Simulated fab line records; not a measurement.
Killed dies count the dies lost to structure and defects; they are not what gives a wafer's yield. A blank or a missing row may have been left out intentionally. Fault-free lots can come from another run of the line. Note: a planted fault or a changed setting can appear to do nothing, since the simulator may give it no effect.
Which of the tools did it? -- flow nandHarc -- 24 lots, 72 wafers sampled, at 6 steps of a route of 1302

== WHAT EACH GAUGE READ, for each wafer ==
The record lacks any reading of a measuring or inspecting step that a usual standard deviation could be used to judge.

== WHICH TOOL RAN EACH LOT (tool, then ch and the chambers of the sampled wafers, then the start) ==
lot,NHARC_A_CONTACT_DEP_24,NHARC_A_CONTACT_ETCH_51,NHARC_A_CONTACT_ETCH_119,NHARC_A_CONTACT_ETCH_77,NHARC_A_CONTACT_ETCH_125,NHARC_A_CONTACT_ETCH_129
L074,"pecvd-04 ch 0,1, day 21 14:21","rieDiel-11 ch 2,3, day 21 23:58 or earlier","harCapEtch-03 ch 0,1, day 21 23:58","rieDiel-11 ch 1,2,3, day 22 09:28 or earlier","harCapEtch-03 ch 0,1, day 22 09:28","harCapEtch-03 ch 0,1, day 22 10:10"
L075,"pecvd-04 ch 0,2, day 21 18:06","rieDiel-11 ch 2,3, day 22 04:18 or earlier","harCapEtch-02 ch 0,1, day 22 04:18","rieDiel-11 ch 1,2,3, day 22 14:31 or earlier","harCapEtch-01 ch 0,1, day 22 14:31","harCapEtch-01 ch 0,1, day 22 15:13"
L076,"pecvd-03 ch 0,2, day 22 07:28","rieDiel-11 ch 1,2,3, day 22 18:02 or earlier","harCapEtch-03 ch 0,1, day 22 18:02","rieDiel-11 ch 1,2,3, day 23 03:31 or earlier","harCapEtch-02 ch 0,1, day 23 03:31","harCapEtch-02 ch 0,1, day 23 04:13"
L078,"pecvd-04 ch 0,2, day 22 07:31","rieDiel-10 ch 0,3, day 22 16:59 or earlier","harCapEtch-02 ch 0,1, day 22 16:59","rieDiel-03 ch 1,2, day 23 02:29 or earlier","harCapEtch-03 ch 0,1, day 23 02:29","harCapEtch-03 ch 0,1, day 23 03:12"
L077,"pecvd-04 ch 0,1,2, day 22 16:44","rieDiel-11 ch 0,2,3, day 23 03:27 or earlier","harCapEtch-01 ch 0,1, day 23 03:27","rieDiel-11 ch 0,2,3, day 23 13:21 or earlier","harCapEtch-02 ch 0,1, day 23 13:21","harCapEtch-02 ch 0,1, day 23 14:04"
L079,"pecvd-04 ch 0,1,2, day 23 19:43","rieDiel-11 ch 0,1,3, day 24 04:34 or earlier","harCapEtch-01 ch 0,1, day 24 04:34","rieDiel-11 ch 0,1,3, day 24 15:58 or earlier","harCapEtch-01 ch 0,1, day 24 15:58","harCapEtch-01 ch 0,1, day 24 16:40"
L080,"pecvd-02 ch 0,1,2, day 24 05:18","rieDiel-11 ch 0,2,3, day 24 14:13 or earlier","harCapEtch-02 ch 0,1, day 24 14:13","rieDiel-11 ch 0,2,3, day 25 02:40 or earlier","harCapEtch-02 ch 0,1, day 25 02:40","harCapEtch-02 ch 0,1, day 25 03:22"
L081,"pecvd-04 ch 0,1, day 24 05:26","rieDiel-10 ch 1,2,3, day 24 15:11 or earlier","harCapEtch-03 ch 0,1, day 24 15:11","rieDiel-03 ch 0,3, day 25 04:11 or earlier","harCapEtch-03 ch 1, day 25 04:11","harCapEtch-03 ch 1, day 25 04:54"
L082,"pecvd-04 ch 1,2, day 24 22:20","rieDiel-03 ch 0,1, day 25 10:26 or earlier","harCapEtch-02 ch 0, day 25 10:26","rieDiel-10 ch 1,2,3, day 25 19:16 or earlier","harCapEtch-02 ch 0,1, day 25 19:16","harCapEtch-02 ch 0,1, day 25 19:59"
L083,"pecvd-02 ch 0,2, day 25 07:17","rieDiel-03 ch 1,2,3, day 25 16:07 or earlier","harCapEtch-01 ch 0,1, day 25 16:07","rieDiel-11 ch 0,2,3, day 26 01:52 or earlier","harCapEtch-03 ch 0,1, day 26 01:52","harCapEtch-03 ch 0,1, day 26 02:34"
L084,"pecvd-03 ch 1,2, day 26 03:08","rieDiel-11 ch 2,3, day 26 12:07 or earlier","harCapEtch-03 ch 0,1, day 26 12:07","rieDiel-11 ch 0,1,2, day 26 21:05 or earlier","harCapEtch-03 ch 0,1, day 26 21:05","harCapEtch-03 ch 0,1, day 26 22:02"
L087,"pecvd-04 ch 0,2, day 26 07:16","rieDiel-10 ch 0,1,3, day 26 16:18 or earlier","harCapEtch-01 ch 0,1, day 26 16:18","rieDiel-11 ch 0,3, day 27 02:13 or earlier","harCapEtch-02 ch 0,1, day 27 02:13","harCapEtch-02 ch 0,1, day 27 02:56"
L085,"pecvd-02 ch 0,1,2, day 26 07:25","rieDiel-03 ch 1,2, day 26 18:50 or earlier","harCapEtch-02 ch 0,1, day 26 18:50","rieDiel-11 ch 0,3, day 27 07:11 or earlier","harCapEtch-01 ch 0,1, day 27 07:11","harCapEtch-01 ch 0,1, day 27 07:53"
L086,"pecvd-04 ch 0,1,2, day 26 12:38","rieDiel-03 ch 1,2,3, day 26 23:46 or earlier","harCapEtch-01 ch 0,1, day 26 23:46","rieDiel-10 ch 0,2,3, day 27 09:53 or earlier","harCapEtch-02 ch 0,1, day 27 09:53","harCapEtch-02 ch 0,1, day 27 10:35"
L089,"pecvd-04 ch 0,1,2, day 27 06:57","rieDiel-11 ch 0,2, day 27 14:01","harCapEtch-03 ch 0,1, day 27 17:26","rieDiel-03 ch 1,2, day 28 04:02 or earlier","harCapEtch-02 ch 1, day 28 04:02","harCapEtch-02 ch 1, day 28 04:44"
L088,"pecvd-03 ch 0,1,2, day 27 06:59","rieDiel-10 ch 0,1, day 27 15:58 or earlier","harCapEtch-01 ch 0,1, day 27 15:58","rieDiel-11 ch 0,1, day 28 02:11 or earlier","harCapEtch-03 ch 0,1, day 28 02:11","harCapEtch-03 ch 0,1, day 28 02:53"
L090,"pecvd-02 ch 0,2, day 28 05:59","rieDiel-11 ch 0,3, day 28 15:28 or earlier","harCapEtch-03 ch 0,1, day 28 15:28","rieDiel-11 ch 0,3, day 29 00:13 or earlier","harCapEtch-02 ch 0,1, day 29 00:13","harCapEtch-02 ch 0,1, day 29 00:55"
L092,"pecvd-03 ch 0,1, day 28 06:08","rieDiel-11 ch 0,1,2, day 28 18:26 or earlier","harCapEtch-01 ch 0,1, day 28 18:26","rieDiel-11 ch 0,1,2, day 29 03:49 or earlier","harCapEtch-03 ch 0,1, day 29 03:49","harCapEtch-03 ch 0,1, day 29 04:32"
L091,"pecvd-02 ch 0,1,2, day 29 02:17","rieDiel-11 ch 0,2,3, day 29 15:27 or earlier","harCapEtch-02 ch 0,1, day 29 15:27","rieDiel-11 ch 0,2,3, day 30 00:10 or earlier","harCapEtch-03 ch 0,1, day 30 00:10","harCapEtch-03 ch 0,1, day 30 00:52"
L093,"pecvd-04 ch 0,1,2, day 29 13:26","rieDiel-11 ch 1,2,3, day 29 22:37 or earlier","harCapEtch-01 ch 0,1, day 29 22:37","rieDiel-10 ch 0,1, day 30 09:28 or earlier","harCapEtch-03 ch 0,1, day 30 09:28","harCapEtch-03 ch 0,1, day 30 10:10"
L095,"pecvd-02 ch 0,1,2, day 29 21:17","rieDiel-03 ch 0,3, day 30 06:22 or earlier","harCapEtch-02 ch 0,1, day 30 06:22","rieDiel-11 ch 0,1,3, day 30 15:37 or earlier","harCapEtch-01 ch 0,1, day 30 15:37","harCapEtch-01 ch 0,1, day 30 16:19"
L094,"pecvd-03 ch 1,2, day 29 21:23","rieDiel-11 ch 0,3, day 30 07:35 or earlier","harCapEtch-01 ch 1, day 30 07:35","rieDiel-11 ch 1,2, day 30 16:54 or earlier","harCapEtch-03 ch 0,1, day 30 16:54","harCapEtch-03 ch 0,1, day 30 17:37"
L097,"pecvd-02 ch 0,1,2, day 30 11:21","rieDiel-03 ch 0,1,2, day 30 22:32 or earlier","harCapEtch-03 ch 0,1, day 30 22:32","rieDiel-11 ch 0,2,3, day 31 07:14 or earlier","harCapEtch-02 ch 0,1, day 31 07:14","harCapEtch-02 ch 0,1, day 31 07:57"
L096,"pecvd-03 ch 1,2, day 30 11:24","rieDiel-10 ch 0,3, day 30 21:51 or earlier","harCapEtch-01 ch 0,1, day 30 21:51","rieDiel-10 ch 0,1,3, day 31 06:32 or earlier","harCapEtch-03 ch 0,1, day 31 06:32","harCapEtch-03 ch 0,1, day 31 07:15"
- NHARC_A_CONTACT_DEP_24: deposits SiO2, target thk 500 nm.
- NHARC_A_CONTACT_ETCH_51: etches the open film in O2/COS, target depth 7000 nm, time 1820 s.
- NHARC_A_CONTACT_ETCH_119: etches the open film in C4F8/O2/Ar, time 190 s, target depth 1850 nm.
- NHARC_A_CONTACT_ETCH_77: etches the open film in CF4/CHF3, target depth 108.9 nm, time 54.5 s.
- NHARC_A_CONTACT_ETCH_125: etches the open film in C4F8/O2/Ar, time 197 s, target depth 1918 nm.
- NHARC_A_CONTACT_ETCH_129: etches the open film in C4F8/O2/Ar, time 197 s, target depth 1918 nm.

== AS READ BY THE TOOLS THEMSELVES (means over the sampled wafers that have a number; for cases with no such wafer, the mark the record gives instead) ==
NHARC_A_CONTACT_DEP_24.
lot,tool,heaterPowerW (W),throttleValvePct (%)
L074,pecvd-04,655,15.7
L075,pecvd-04,533,15.4
L076,pecvd-03,480,15.7
L078,pecvd-04,528,15.6
L077,pecvd-04,544,15.5
L079,pecvd-04,544,15.6
L080,pecvd-02,589,15.6
L081,pecvd-04,614,15.8
L082,pecvd-04,615,15.6
L083,pecvd-02,521,15.4
L084,pecvd-03,475,15.9
L087,pecvd-04,504,15.6
L085,pecvd-02,490,15.6
L086,pecvd-04,582,15.7
L089,pecvd-04,603,15.7
L088,pecvd-03,526,15.7
L090,pecvd-02,539,15.3
L092,pecvd-03,462,15.7
L091,pecvd-02,565,15.8
L093,pecvd-04,576,15.4
L095,pecvd-02,554,15.9
L094,pecvd-03,514,15.7
L097,pecvd-02,557,15.9
L096,pecvd-03,534,15.9

NHARC_A_CONTACT_ETCH_51.
lot,tool,cosFlowSccm (sccm),drypumpMotorCurrentA (A),oesProductAu (a.u.),rfVppV (V),showerheadPlenumPTorr (Torr),throttleValvePct (%)
L074,rieDiel-11,20.00,6.2,1.005,313.4,3.03,28.336
L075,rieDiel-11,19.95,5.7,1.000,314.7,3.13,28.326
L076,rieDiel-11,19.99,5.7,0.992,313.9,3.08,28.326
L078,rieDiel-10,19.99,4.9,0.993,314.0,3.10,28.331
L077,rieDiel-11,19.95,6.0,1.002,313.1,3.08,28.329
L079,rieDiel-11,20.01,5.5,0.991,314.9,3.13,28.335
L080,rieDiel-11,19.99,6.0,1.014,313.2,3.08,28.322
L081,rieDiel-10,19.99,5.8,0.991,314.9,3.16,28.334
L082,rieDiel-03,20.00,5.8,1.006,312.0,2.95,28.332
L083,rieDiel-03,20.01,5.7,1.002,314.8,3.14,28.346
L084,rieDiel-11,20.03,5.7,1.002,313.7,3.12,28.335
L087,rieDiel-10,20.02,5.5,1.004,313.7,3.09,28.329
L085,rieDiel-03,20.01,5.6,0.999,313.3,3.05,28.330
L086,rieDiel-03,20.02,5.7,1.003,314.9,3.13,28.325
L089,rieDiel-11,20.02,6.2,1.005,312.7,3.01,28.329
L088,rieDiel-10,20.00,5.7,0.993,314.3,3.10,28.332
L090,rieDiel-11,19.97,5.5,1.011,315.9,3.17,28.338
L092,rieDiel-11,20.04,6.0,1.016,313.3,3.02,28.326
L091,rieDiel-11,20.05,5.9,1.014,314.0,3.06,28.327
L093,rieDiel-11,20.04,5.7,1.008,313.7,3.07,28.332
L095,rieDiel-03,20.10,5.9,1.007,311.8,3.01,28.334
L094,rieDiel-11,19.94,5.7,1.001,313.9,3.11,28.341
L097,rieDiel-03,19.96,5.7,0.994,312.0,3.02,28.327
L096,rieDiel-10,20.05,5.0,0.999,314.0,3.06,28.326

NHARC_A_CONTACT_ETCH_77.
lot,tool,drypumpMotorCurrentA (A),oesProductAu (a.u.),rfVppV (V),showerheadPlenumPTorr (Torr),throttleValvePct (%)
L074,rieDiel-11,5.7,0.970,369.8,1.55,16.793
L075,rieDiel-11,5.7,0.926,370.1,1.55,16.802
L076,rieDiel-11,5.7,0.970,370.2,1.55,16.797
L078,rieDiel-03,5.5,0.958,371.4,1.59,16.793
L077,rieDiel-11,5.9,0.928,370.1,1.55,16.799
L079,rieDiel-11,5.5,0.929,370.5,1.58,16.804
L080,rieDiel-11,6.0,0.933,369.7,1.55,16.802
L081,rieDiel-03,5.9,0.925,370.4,1.57,16.806
L082,rieDiel-10,5.7,0.916,370.1,1.59,16.804
L083,rieDiel-11,6.0,0.927,369.7,1.55,16.801
L084,rieDiel-11,6.0,0.972,369.1,1.52,16.800
L087,rieDiel-11,5.4,0.971,371.3,1.60,16.797
L085,rieDiel-11,5.7,0.926,370.3,1.57,16.807
L086,rieDiel-10,5.4,0.942,371.7,1.59,16.797
L089,rieDiel-03,5.5,0.972,371.5,1.58,16.795
L088,rieDiel-11,5.8,0.938,369.6,1.54,16.808
L090,rieDiel-11,5.4,0.937,372.6,1.60,16.807
L092,rieDiel-11,6.0,0.929,368.5,1.52,16.799
L091,rieDiel-11,5.9,0.936,369.4,1.54,16.804
L093,rieDiel-10,5.8,0.926,371.0,1.56,16.809
L095,rieDiel-11,5.5,0.972,370.3,1.57,16.801
L094,rieDiel-11,5.8,0.927,368.8,1.52,16.801
L097,rieDiel-11,5.9,0.981,369.3,1.54,16.801
L096,rieDiel-10,5.5,0.920,369.3,1.55,16.802

== THE ANSWER, worked out from the rows above alone ==
Rule: the lots themselves supply what counts as usual. The widest of any qualifying gaps counts: lots, ordered by their means at a reading, are off when they make up no more than a third of the lots, leave a main group of 4 or more, and stand apart from it by 3 or more times the standard deviation of that group's means. A main group is skipped when, at the precision printed for the reading in the tables above, its means are all equal. A lot without any number at a reading at which 4 lots or more have one is off too. All remaining lots with rows at the step are treated as sound. Order of review: gauges by route order, followed by the tools' own readings, for which a lot's mean as printed above is used. At the first step where some lot is off, the reading lying furthest off is the one used; lots without a number count as furthest.
No lot is off at any reading shown: from this, nothing can be told.

== WHAT WAS PUT IN BY THE SIMULATOR ==
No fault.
